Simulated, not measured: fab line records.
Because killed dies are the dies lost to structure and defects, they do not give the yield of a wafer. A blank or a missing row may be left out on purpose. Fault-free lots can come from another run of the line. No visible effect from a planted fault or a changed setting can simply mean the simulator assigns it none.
Matching of chambers -- flow n5-finfet -- 4 sister chambers for N5_BEOL_M3_STRIP_36 on rie-diel-06
The step strips in N2/H2. 7 wafers are shown with their chamber, then 7 later ones without.

## WAFERS WITH THEIR CHAMBER
wafer,chamber,showerhead-plenum-p-Torr (Torr),drypump-motor-current-A (A)
L078.2,2,2.46,6.00
L076.6,0,2.63,5.95
L083.1,1,2.42,6.28
L083.2,3,2.69,5.40
L083.5,0,2.63,5.91
L094.1,3,2.68,5.45
L094.2,1,2.41,6.25

## WAFERS WHOSE CHAMBER IS MISSING
wafer,showerhead-plenum-p-Torr (Torr),drypump-motor-current-A (A)
L094.3,2.62,5.88
L094.4,2.46,6.02
L094.5,2.62,5.89
L094.6,2.68,5.43
L097.1,2.68,5.42
L097.3,2.46,6.02
L097.5,2.41,6.24

## CHAMBER TAKEN BY EACH
wafer,from the rows above,in truth
L094.3,0,0
L094.4,2,2
L094.5,0,0
L094.6,3,3
L097.1,3,3
L097.3,2,2
L097.5,1,1
Correctly placed: 7 of 7. Left unplaced by these rows: 0. Placed wrongly: 0.
How it was worked out, from the rows above alone: a wafer's distance from a chamber is the root of the sum, over the readings, of the square of ((its reading less the chamber's mean) divided by the reading's scatter). If the next closest chamber is less than 2 further off than the closest, the wafer can't be placed; otherwise it belongs to the closest. The mean given for a chamber averages the wafers shown for that chamber. How the scatter is found: for the shown wafers, subtract from each reading the mean of its chamber, square and add these, divide the total by (wafers less chambers), then take the root.
